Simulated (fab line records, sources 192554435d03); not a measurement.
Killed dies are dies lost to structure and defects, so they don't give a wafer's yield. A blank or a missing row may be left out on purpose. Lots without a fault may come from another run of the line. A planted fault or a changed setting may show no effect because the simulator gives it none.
Chamber matching | flow n5_finfet | N5_GATE_CUT_ETCH_36 on rie_diel-04: 4 sister chambers
The step etches SiARC in CF4, target depth 13 nm, time 21.7 s. 4 wafers are shown with their chamber, then 7 later ones without.

WAFERS WITH THEIR CHAMBER
wafer  | chamber | showerhead_plenum_p_Torr (Torr)
L079.5 | 3       | 2.10
L083.6 | 2       | 2.07
L084.1 | 0       | 2.26
L084.2 | 1       | 2.25

WAFERS WITHOUT THEIR CHAMBER
wafer  | showerhead_plenum_p_Torr (Torr)
L084.3 | 2.10
L085.3 | 2.06
L085.4 | 2.26
L085.6 | 2.10
L096.2 | 2.06
L096.3 | 2.26
L096.5 | 2.26

WHICH CHAMBER EACH WENT THROUGH
wafer  | from the rows above     | in truth
L084.3 | 3                       | 3
L085.3 | 2                       | 2
L085.4 | can't be placed: 0 or 1 | 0
L085.6 | 3                       | 3
L096.2 | 2                       | 2
L096.3 | can't be placed: 0 or 1 | 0
L096.5 | can't be placed: 0 or 1 | 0
Placed correctly: 4 of 7. Can't be placed from these rows: 3 (the true chamber is among the candidates in 3). Placed wrongly: 0.
How it was worked out, from the rows above alone: a wafer's distance from a chamber is the root of the sum, over the readings, of the square of ((its reading less the chamber's mean) divided by the reading's scatter). The wafer belongs to the nearest chamber; if the next one is less than 2 further off, it can't be placed. A chamber's mean is the mean of its shown wafers. The scatter: with one shown wafer a chamber, the root of the mean of the squares of how far each hidden wafer lies from its nearest shown one.
